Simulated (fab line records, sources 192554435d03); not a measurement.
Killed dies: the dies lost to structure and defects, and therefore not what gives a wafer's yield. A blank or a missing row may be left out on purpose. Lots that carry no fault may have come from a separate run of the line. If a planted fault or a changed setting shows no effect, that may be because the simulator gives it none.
Struck lot and sound lot, side by side / flow n5 finfet / 38 out of 1938 route steps
Sound: wafers L905.3, L905.4, L905.6. Wafers struck: L892.1, L892.4, L892.6. Last of all comes the cause.
For every step that has rows: the tool of each side, followed by ch and its chambers, followed by its first start. Under that, the readings that differ: sound wafers / struck wafers / difference of the means / sigmas: that difference in standard deviations of wafers without a fault.
alike: readings whose means differ by less than 2 such deviations, and words and numbers that are the same on both sides. not compared: withheld readings, readings that some wafer has no value for, bounds like >300 that may hide the same value, and numbers for which the record gives no deviation and whose values overlap.
Wherever a step has rows on one side only, a row that says differs or no value, or a row with sigmas, the two part there. Non-overlapping numbers with no deviation appear without sigmas and do not part them. A reading missing from all wafers of one side parts the sides only when that side holds two or more wafers.

first, 9 steps without rows for these wafers: N5_BEOL_M4_ANNEAL_95 (time 240 s); N5_BEOL_M4_SPUTTER_96 (material Cu, target thk 4.5 nm, time 8.29 s); N5_BEOL_M4_ECD_50 (material Cu, target thk 300 nm); N5_BEOL_M4_ANNEAL_51 (time 90 s); N5_BEOL_M4_CMP_52 (polishes, stops on SiOC, t overpolish 6.8 s, target thk 40 nm); N5_BEOL_M4_PRE_CLEAN_60 (time 15 s); N5_BEOL_M4_CO_CAP_55 (material Co, precursor CCTBA/H2, target thk 2 nm, time 102.1 s); N5_BEOL_M4_PRE_CLEAN_56 (time 15 s); N5_BEOL_M4_DEP_57 (deposits SiCN from 3MS/NH3, target thk 8 nm, time 14 s).
N5_BEOL_M4_RC_MEAS_101:
  sound on prober-02 ch 0, day 14 02:08; struck on prober-01 ch 0, day 10 00:01
  alike: DIBL_N, DIBL_P, IOFF_N, IOFF_P, ION_N, ION_P, SS_N, SS_P, VT_N, VT_P
then, 24 steps without rows for these wafers: N5_BEOL_M5_ILD_DEP_00 (deposits SiCOH lowk from DEMS/porogen, target thk 140.64 nm, time 25.9 s); N5_BEOL_M5_CURE_79 (cures SiCOH lowk, time 240 s); N5_BEOL_M5_PECVD_70 (deposits SiO2 from TEOS/O2, target thk 16 nm, time 18 s); N5_BEOL_M5_HM_DEP_02 (deposits TiN, target thk 20 nm); N5_BEOL_M5_COAT_59 (time 60 s, resist thk 60 nm); N5_BEOL_M5_COAT_60 (time 60 s, resist thk 12 nm); N5_BEOL_M5_COAT_71 (time 60 s, resist thk 5 nm); N5_BEOL_M5_COAT_05 (resist thk 30 nm); N5_BEOL_M5_EBR_07; N5_BEOL_M5_SOFTBAKE_06 (time 60 s); N5_BEOL_M5_EXPOSE_08 (exposes mask M5, target cd 28 nm); N5_BEOL_M5_PEB_09 (peb time 60 s); N5_BEOL_M5_DEVELOP_10 (develop time 30 s); N5_BEOL_M5_DESCUM_16 (chemistry O2, time 7 s); N5_BEOL_M5_ETCH_72 (etches underlayer in N2/H2, target depth 6.5 nm, time 5.2 s); N5_BEOL_M5_ETCH_61 (etches SiARC in CF4, target depth 15.6 nm, time 26 s); N5_BEOL_M5_ETCH_62 (etches SOC in N2/H2, target depth 75 nm, overetch 15 nm, time 112.5 s); N5_BEOL_M5_STRIP_63 (strips in N2/H2); N5_BEOL_M5_STRIP_73 (strips in N2/H2); N5_BEOL_M5_STRIP_64 (strips in CF4); N5_BEOL_M5_HM_OPEN_17 (chemistry Cl2/BCl3, target TiN, target depth 20 nm, overetch 6 nm); N5_BEOL_M5_STRIP_19 (strips in O2); N5_BEOL_M5_COAT_65 (time 60 s, resist thk 60 nm); N5_BEOL_M5_COAT_66 (time 60 s, resist thk 12 nm).
-- record jumps: 3 days separate the struck wafers' starts on either side; left off in module BEOL_M5, taken up again in module BEOL_M13, whose first shown step is the route's number 1696 --
N5_BEOL_M13_TRENCH_ETCH_34: etches SiOC in C4F8/O2/Ar, target depth 413.47 nm, time 162.6 s.
  sound on rie diel-04 ch 0,1,3, day 17 11:24; struck on rie diel-06 ch 1,2, day 13 05:06
  no value came back on the struck wafers for any of 8 readings (C4F8_flow_sccm (sccm), O2_flow_sccm (sccm) and others); on the sound wafers C4F8_flow_sccm (sccm) reads 15.01 15.00 15.05
reading=model.SiARC_of_BEOL_M13_COAT_66.thk nm (nm); sound=0 0 0; struck=78 77.6 77.2; difference=+78; sigmas=
  not compared: rf hours counter h
N5_BEOL_M13_OCD_MEAS_35:
  sound: ocd-02 at day 17 11:35; struck: ocd-02 at day 13 05:17
reading=trench depth nm (nm); sound=417 416 418; struck=0 0 0; difference=-417; sigmas=-56
N5_BEOL_M13_CMP_49: polishes, stops on SiOC, t overpolish 17.1 s, target thk 420 nm.
  sound on cmp-01 ch 0,2,3, day 17 13:50; struck on cmp-03 ch 0,3, day 13 14:17
reading=model.Cu_of_BEOL_M13_ECD_47.thk nm (nm); sound=423 422.6 424.6; struck=0 0.6 0; difference=-423; sigmas=
  alike: barrier field endpoint s, motor current A, overpolish run s, retaining ring pressure frac
N5_PASSIVATION_PROBE_49:
  sound: prober-02 at day 18 21:01; struck: prober-02 at day 14 19:35
reading=defect limited yield (%); sound=92.8; struck=0 0 0; difference=-93; sigmas=-62
reading=killed_at_M4_up; sound=11; struck=1093 1091 1090; difference=+1080; sigmas=+99 or more
reading=killed dies; sound=85; struck=1180 1180 1180; difference=+1095; sigmas=+61
reading=killed on rim; sound=9; struck=152 152 152; difference=+143; sigmas=+40
reading=sort_bin_5_function (%); sound=4.2; struck=96.4 97.1 95.7; difference=+92.2; sigmas=+99 or more
reading=sort n pass; sound=1095; struck=0 0 0; difference=-1095; sigmas=-61
reading=sort yield pct (%); sound=92.8; struck=0 0 0; difference=-93; sigmas=-62
  alike: killed_at_M0_to_M3, killed at contacts, killed at front end, killed at other, killed open, killed short, sort_bin_6_memory

== WHERE THEY PART ==
Last at N5_PASSIVATION_PROBE_49 as far as this record goes, first at N5_BEOL_M13_TRENCH_ETCH_34.

WHY: the cause the simulator had injected
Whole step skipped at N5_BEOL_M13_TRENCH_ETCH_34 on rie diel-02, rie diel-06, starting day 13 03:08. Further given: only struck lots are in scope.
